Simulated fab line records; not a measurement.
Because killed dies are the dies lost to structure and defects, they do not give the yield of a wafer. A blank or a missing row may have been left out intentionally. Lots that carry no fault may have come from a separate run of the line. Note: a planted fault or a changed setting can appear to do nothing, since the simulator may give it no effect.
Matching of chambers | flow nand-harc | rie-diel-04 running NHARC_A_ZERO_WELL_DESCUM_12: 4 sister chambers
The step chemistry O2, time 3 s. 8 wafers are shown with their chamber, then 12 later ones without.

## WAFERS WITH THEIR CHAMBER
wafer  | chamber | rf-vpp-V (V) | oes-product-au (a.u.)
L080.5 | 1       | 57.1         | 0.996
L084.6 | 0       | 57.4         | 1.009
L088.4 | 1       | 58.0         | 1.002
L088.5 | 3       | 58.4         | 0.986
L088.6 | 2       | 56.5         | 0.995
L085.1 | 3       | 57.8         | 1.003
L085.2 | 0       | 56.3         | 0.999
L085.4 | 2       | 58.1         | 1.003

## WAFERS WITHOUT THEIR CHAMBER
wafer  | rf-vpp-V (V) | oes-product-au (a.u.)
L087.1 | 57.3         | 1.012
L087.2 | 57.0         | 1.006
L087.4 | 56.5         | 1.001
L089.1 | 56.6         | 1.004
L089.2 | 56.8         | 1.001
L089.5 | 55.4         | 1.000
L095.3 | 56.1         | 0.994
L095.5 | 56.9         | 0.989
L095.6 | 57.0         | 0.995
L096.1 | 55.7         | 1.005
L096.2 | 57.0         | 1.008
L096.4 | 57.9         | 0.990

## WHICH CHAMBER EACH ONE RAN IN
wafer  | from the rows above               | in truth
L087.1 | can't be placed: 0 or 2 or 1 or 3 | 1
L087.2 | can't be placed: 0 or 2 or 1 or 3 | 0
L087.4 | can't be placed: 0 or 2 or 1 or 3 | 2
L089.1 | can't be placed: 0 or 2 or 1 or 3 | 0
L089.2 | can't be placed: 0 or 2 or 1 or 3 | 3
L089.5 | can't be placed: 0 or 2 or 1 or 3 | 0
L095.3 | can't be placed: 0 or 2 or 1 or 3 | 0
L095.5 | can't be placed: 2 or 1 or 3 or 0 | 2
L095.6 | can't be placed: 2 or 1 or 0 or 3 | 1
L096.1 | can't be placed: 0 or 2 or 1 or 3 | 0
L096.2 | can't be placed: 0 or 2 or 1 or 3 | 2
L096.4 | can't be placed: 3 or 1 or 2 or 0 | 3
Placed correctly: 0 of 12. From these rows, 12 cannot be placed; in 12 the true chamber is one of the candidates. 0 placed wrongly.
How it was worked out, from the rows above alone: a wafer's distance from a chamber is the root of the sum, over the readings, of the square of ((its reading less the chamber's mean) divided by the reading's scatter). The wafer belongs to the nearest chamber; if the next one is less than 2 further off, it can't be placed. For every chamber, the mean is computed from those of its wafers that are shown. How the scatter is found: for the shown wafers, subtract from each reading the mean of its chamber, square and add these, divide the total by (wafers less chambers), then take the root.
